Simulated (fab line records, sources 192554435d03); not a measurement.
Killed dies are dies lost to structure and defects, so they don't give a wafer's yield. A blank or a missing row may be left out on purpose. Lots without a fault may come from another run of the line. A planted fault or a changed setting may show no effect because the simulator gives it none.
Chamber matching | flow n5_finfet | N5_BEOL_M11_PECVD_70 on pecvd-03: 3 sister chambers
The step deposits SiO2 from TEOS/O2, target thk 20 nm, time 22.7 s. 6 wafers are shown with their chamber, then 9 later ones without.

WAFERS WITH THEIR CHAMBER
wafer  | chamber | showerhead_plenum_p_Torr (Torr) | throttle_valve_pct (%)
L086.4 | 1       | 8.95                            | 23.2
L086.5 | 0       | 8.79                            | 21.8
L090.6 | 0       | 8.78                            | 21.7
L088.1 | 1       | 8.96                            | 22.7
L088.3 | 2       | 8.75                            | 21.0
L088.6 | 2       | 8.75                            | 21.0

WAFERS WITHOUT THEIR CHAMBER
wafer  | showerhead_plenum_p_Torr (Torr) | throttle_valve_pct (%)
L089.1 | 8.77                            | 21.1
L089.3 | 8.94                            | 23.2
L089.5 | 8.74                            | 21.7
L094.2 | 8.95                            | 23.2
L094.4 | 8.75                            | 21.9
L094.6 | 8.74                            | 21.1
L096.2 | 8.73                            | 21.2
L096.4 | 8.73                            | 21.2
L096.6 | 8.75                            | 21.0

WHICH CHAMBER EACH WENT THROUGH
wafer  | from the rows above     | in truth
L089.1 | can't be placed: 2 or 0 | 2
L089.3 | 1                       | 1
L089.5 | 2                       | 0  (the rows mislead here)
L094.2 | 1                       | 1
L094.4 | can't be placed: 2 or 0 | 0
L094.6 | 2                       | 2
L096.2 | 2                       | 2
L096.4 | 2                       | 2
L096.6 | 2                       | 2
Placed correctly: 6 of 9. Can't be placed from these rows: 2 (the true chamber is among the candidates in 2). Placed wrongly: 1.
How it was worked out, from the rows above alone: a wafer's distance from a chamber is the root of the sum, over the readings, of the square of ((its reading less the chamber's mean) divided by the reading's scatter). The wafer belongs to the nearest chamber; if the next one is less than 2 further off, it can't be placed. A chamber's mean is the mean of its shown wafers. The scatter: the root of (the sum of the squares of (reading less its chamber's mean) over the shown wafers, divided by (wafers less chambers)).
